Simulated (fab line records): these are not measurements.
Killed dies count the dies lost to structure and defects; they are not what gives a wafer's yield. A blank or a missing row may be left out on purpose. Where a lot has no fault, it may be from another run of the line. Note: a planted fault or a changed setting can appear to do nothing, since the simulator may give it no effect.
8D (eight disciplines) problem report, filled in by code	flow nand-harc	the parts of the form that need people (team, actions taken, sign-off) are left out

1. THE PROBLEM
Mean of killed-at-array at NHARC_END_SORT_01: 96 across 6 wafers in 2 lots; on wafers with no fault it is 29 (standard deviation 11). Relative to the usual mean, that is a shift of +6.1 standard deviations.
Seen first at day 21 21:58 on prober-01, wafer L597.1. The record holds 12 wafers of 4 lots with a number at this step. Rule for "out" (also "out of limits"): further than 4 standard deviations from the usual mean. The rest of the wafers with a number are treated as sound.

2. WHAT THIS IS AND IS NOT
question	is	is not
which readings at this step	killed-at-array, killed-dies	killed-at-other, killed-open, killed-short
which lots	L597, L602	L605, L609
which wafers of those lots	all that have a number	-
read on which gauges	prober-01, prober-02	-
when	from day 21 21:58	up to then (0 sound wafers); but 6 sound wafers of L605, L609 came after

3. THE SUSPECTS, EACH WITH WHAT RULES IT OUT
Counting: a tool at any process step up to the reading remains a suspect when it ran all the lots that are out and ran no sound lot after the first of those.
- the gauge at NHARC_END_SORT_01 has been ruled out. Those wafers that are out were read across 2 gauges (prober-01, prober-02).
- har-cap-etch-02 at NHARC_A_CONTACT_ETCH_132 (etches the open film in C4F8/O2/Ar, time 156 s, target depth 958 nm): kept. It ran every lot that is out, first L597 (day 19 02:04), and no sound lot after that.
- pvd-sputter-03 at NHARC_THIN_TSV_DEGAS_49 (time 120 s): ruled out as a lasting fault. Sound lots L609 ran on it after its first lot that is out, L597 (day 21 05:47).
After counting, what remains is har-cap-etch-02 at NHARC_A_CONTACT_ETCH_132.

4. THE CAUSE (what the simulator had put in)
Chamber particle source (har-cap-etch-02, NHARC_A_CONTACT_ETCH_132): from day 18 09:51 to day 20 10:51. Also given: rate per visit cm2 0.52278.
Counting left only this tool.

5. SEQUENCE OF EFFECTS, ordered by route
Rows list readings where the struck wafers' mean (over those with a number) sits beyond 3 standard deviations from the usual. Only readings for which the record gives a usual standard deviation are gone through. hours: the time from each lot's start at the first step in this table that gives one to its start at this step, as a median over the lots. sigmas: the change in usual standard deviations.
hours	step	reading	usual	on struck wafers	change	sigmas
0	NHARC_END_SORT_01	killed-at-array	29	96	+67	+6.1
0	NHARC_END_SORT_01	killed-dies	33	101	+68	+6.2

6. HOW IT WOULD HAVE BEEN CAUGHT EARLIER
Counted from the fault's start at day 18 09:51, it took 84 hours until the first out-of-limits reading at a measuring or inspecting step in this record, taken at day 21 21:58.
Each of the lots that are out, 2 in all, had begun NHARC_A_CONTACT_ETCH_132 on har-cap-etch-02 no later than day 21 21:58. A hold on the tool at that time would have spared none of them.
